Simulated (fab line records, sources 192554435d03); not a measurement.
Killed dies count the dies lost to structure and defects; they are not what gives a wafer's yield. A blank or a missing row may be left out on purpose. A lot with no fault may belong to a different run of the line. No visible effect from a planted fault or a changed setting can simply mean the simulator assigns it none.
Chamber matching :: flow n5Finfet :: N5_MOL_CONTACT_COAG_STRIP_72 on rieDiel-04: 4 sister chambers
The step strips in N2/H2. 30 wafers are shown with their chamber, then 12 later ones without.

## WAFERS WITH THEIR CHAMBER
wafer: L074.1
chamber: 0
showerheadPlenumPTorr (Torr): 2.70
throttleValvePct (%): 23.40
drypumpMotorCurrentA (A): 6.4

wafer: L074.2
chamber: 1
showerheadPlenumPTorr (Torr): 2.41
throttleValvePct (%): 23.36
drypumpMotorCurrentA (A): 6.1

wafer: L074.3
chamber: 2
showerheadPlenumPTorr (Torr): 2.48
throttleValvePct (%): 23.81
drypumpMotorCurrentA (A): 6.1

wafer: L075.1
chamber: 0
showerheadPlenumPTorr (Torr): 2.70
throttleValvePct (%): 23.42
drypumpMotorCurrentA (A): 6.4

wafer: L075.4
chamber: 2
showerheadPlenumPTorr (Torr): 2.48
throttleValvePct (%): 23.79
drypumpMotorCurrentA (A): 6.1

wafer: L075.5
chamber: 3
showerheadPlenumPTorr (Torr): 2.53
throttleValvePct (%): 23.53
drypumpMotorCurrentA (A): 6.0

wafer: L076.1
chamber: 0
showerheadPlenumPTorr (Torr): 2.70
throttleValvePct (%): 23.41
drypumpMotorCurrentA (A): 6.4

wafer: L076.5
chamber: 1
showerheadPlenumPTorr (Torr): 2.41
throttleValvePct (%): 23.33
drypumpMotorCurrentA (A): 6.1

wafer: L076.6
chamber: 2
showerheadPlenumPTorr (Torr): 2.48
throttleValvePct (%): 23.81
drypumpMotorCurrentA (A): 6.1

wafer: L077.2
chamber: 0
showerheadPlenumPTorr (Torr): 2.70
throttleValvePct (%): 23.42
drypumpMotorCurrentA (A): 6.4

wafer: L077.3
chamber: 3
showerheadPlenumPTorr (Torr): 2.53
throttleValvePct (%): 23.56
drypumpMotorCurrentA (A): 6.0

wafer: L077.6
chamber: 0
showerheadPlenumPTorr (Torr): 2.70
throttleValvePct (%): 23.44
drypumpMotorCurrentA (A): 6.4

wafer: L078.2
chamber: 3
showerheadPlenumPTorr (Torr): 2.52
throttleValvePct (%): 23.55
drypumpMotorCurrentA (A): 6.0

wafer: L078.5
chamber: 0
showerheadPlenumPTorr (Torr): 2.70
throttleValvePct (%): 23.45
drypumpMotorCurrentA (A): 6.4

wafer: L078.6
chamber: 3
showerheadPlenumPTorr (Torr): 2.53
throttleValvePct (%): 23.54
drypumpMotorCurrentA (A): 6.0

wafer: L083.1
chamber: 0
showerheadPlenumPTorr (Torr): 2.69
throttleValvePct (%): 23.40
drypumpMotorCurrentA (A): 6.4

wafer: L083.3
chamber: 2
showerheadPlenumPTorr (Torr): 2.48
throttleValvePct (%): 23.83
drypumpMotorCurrentA (A): 6.1

wafer: L083.5
chamber: 0
showerheadPlenumPTorr (Torr): 2.69
throttleValvePct (%): 23.44
drypumpMotorCurrentA (A): 6.4

wafer: L084.1
chamber: 2
showerheadPlenumPTorr (Torr): 2.48
throttleValvePct (%): 23.81
drypumpMotorCurrentA (A): 6.0

wafer: L084.2
chamber: 3
showerheadPlenumPTorr (Torr): 2.52
throttleValvePct (%): 23.56
drypumpMotorCurrentA (A): 6.0

wafer: L084.5
chamber: 0
showerheadPlenumPTorr (Torr): 2.69
throttleValvePct (%): 23.45
drypumpMotorCurrentA (A): 6.3

wafer: L086.1
chamber: 3
showerheadPlenumPTorr (Torr): 2.52
throttleValvePct (%): 23.58
drypumpMotorCurrentA (A): 6.1

wafer: L086.4
chamber: 2
showerheadPlenumPTorr (Torr): 2.47
throttleValvePct (%): 23.85
drypumpMotorCurrentA (A): 6.1

wafer: L086.5
chamber: 0
showerheadPlenumPTorr (Torr): 2.69
throttleValvePct (%): 23.41
drypumpMotorCurrentA (A): 6.4

wafer: L087.1
chamber: 2
showerheadPlenumPTorr (Torr): 2.47
throttleValvePct (%): 23.87
drypumpMotorCurrentA (A): 6.1

wafer: L087.5
chamber: 2
showerheadPlenumPTorr (Torr): 2.47
throttleValvePct (%): 23.82
drypumpMotorCurrentA (A): 6.1

wafer: L087.6
chamber: 1
showerheadPlenumPTorr (Torr): 2.40
throttleValvePct (%): 23.38
drypumpMotorCurrentA (A): 6.1

wafer: L089.1
chamber: 1
showerheadPlenumPTorr (Torr): 2.40
throttleValvePct (%): 23.37
drypumpMotorCurrentA (A): 6.1

wafer: L089.2
chamber: 2
showerheadPlenumPTorr (Torr): 2.47
throttleValvePct (%): 23.84
drypumpMotorCurrentA (A): 6.1

wafer: L089.5
chamber: 3
showerheadPlenumPTorr (Torr): 2.51
throttleValvePct (%): 23.61
drypumpMotorCurrentA (A): 6.0

SIGNATURES (means of the wafers above)
reading: showerheadPlenumPTorr
chamber 0: 2.6960
chamber 1: 2.4050
chamber 2: 2.4756
chamber 3: 2.5229
scatter within a chamber: 0.0059

reading: throttleValvePct
chamber 0: 23.4240
chamber 1: 23.3600
chamber 2: 23.8256
chamber 3: 23.5614
scatter within a chamber: 0.0232

reading: drypumpMotorCurrentA
chamber 0: 6.390
chamber 1: 6.100
chamber 2: 6.089
chamber 3: 6.014
scatter within a chamber: 0.0319
Rule: a wafer's distance from a chamber is the root of the sum, over the readings, of the square of ((its reading less the chamber's mean) divided by the reading's scatter). The wafer belongs to the nearest chamber; if the next one is less than 2 further off, it can't be placed. The scatter: take each reading less its chamber's mean, square it, sum over the shown wafers, divide by the number of wafers less the number of chambers, and take the root.

## WAFERS WITH NO CHAMBER GIVEN
wafer: L091.3
showerheadPlenumPTorr (Torr): 2.40
throttleValvePct (%): 23.41
drypumpMotorCurrentA (A): 6.1

wafer: L091.4
showerheadPlenumPTorr (Torr): 2.51
throttleValvePct (%): 23.56
drypumpMotorCurrentA (A): 6.0

wafer: L091.5
showerheadPlenumPTorr (Torr): 2.68
throttleValvePct (%): 23.45
drypumpMotorCurrentA (A): 6.4

wafer: L092.1
showerheadPlenumPTorr (Torr): 2.68
throttleValvePct (%): 23.46
drypumpMotorCurrentA (A): 6.4

wafer: L092.3
showerheadPlenumPTorr (Torr): 2.40
throttleValvePct (%): 23.45
drypumpMotorCurrentA (A): 6.1

wafer: L092.5
showerheadPlenumPTorr (Torr): 2.47
throttleValvePct (%): 23.86
drypumpMotorCurrentA (A): 6.1

wafer: L095.2
showerheadPlenumPTorr (Torr): 2.47
throttleValvePct (%): 23.83
drypumpMotorCurrentA (A): 6.1

wafer: L095.5
showerheadPlenumPTorr (Torr): 2.47
throttleValvePct (%): 23.85
drypumpMotorCurrentA (A): 6.1

wafer: L095.6
showerheadPlenumPTorr (Torr): 2.40
throttleValvePct (%): 23.41
drypumpMotorCurrentA (A): 6.1

wafer: L097.2
showerheadPlenumPTorr (Torr): 2.39
throttleValvePct (%): 23.41
drypumpMotorCurrentA (A): 6.1

wafer: L097.4
showerheadPlenumPTorr (Torr): 2.68
throttleValvePct (%): 23.48
drypumpMotorCurrentA (A): 6.4

wafer: L097.6
showerheadPlenumPTorr (Torr): 2.68
throttleValvePct (%): 23.48
drypumpMotorCurrentA (A): 6.4

## WHICH CHAMBER EACH WENT THROUGH
wafer: L091.3
from the rows above: 1
in truth: 1

wafer: L091.4
from the rows above: 3
in truth: 3

wafer: L091.5
from the rows above: 0
in truth: 0

wafer: L092.1
from the rows above: 0
in truth: 0

wafer: L092.3
from the rows above: 1
in truth: 1

wafer: L092.5
from the rows above: 2
in truth: 2

wafer: L095.2
from the rows above: 2
in truth: 2

wafer: L095.5
from the rows above: 2
in truth: 2

wafer: L095.6
from the rows above: 1
in truth: 1

wafer: L097.2
from the rows above: 1
in truth: 1

wafer: L097.4
from the rows above: 0
in truth: 0

wafer: L097.6
from the rows above: 0
in truth: 0
Correctly placed: 12 of 12. Not placeable from these rows: 0. Wrongly placed: 0.
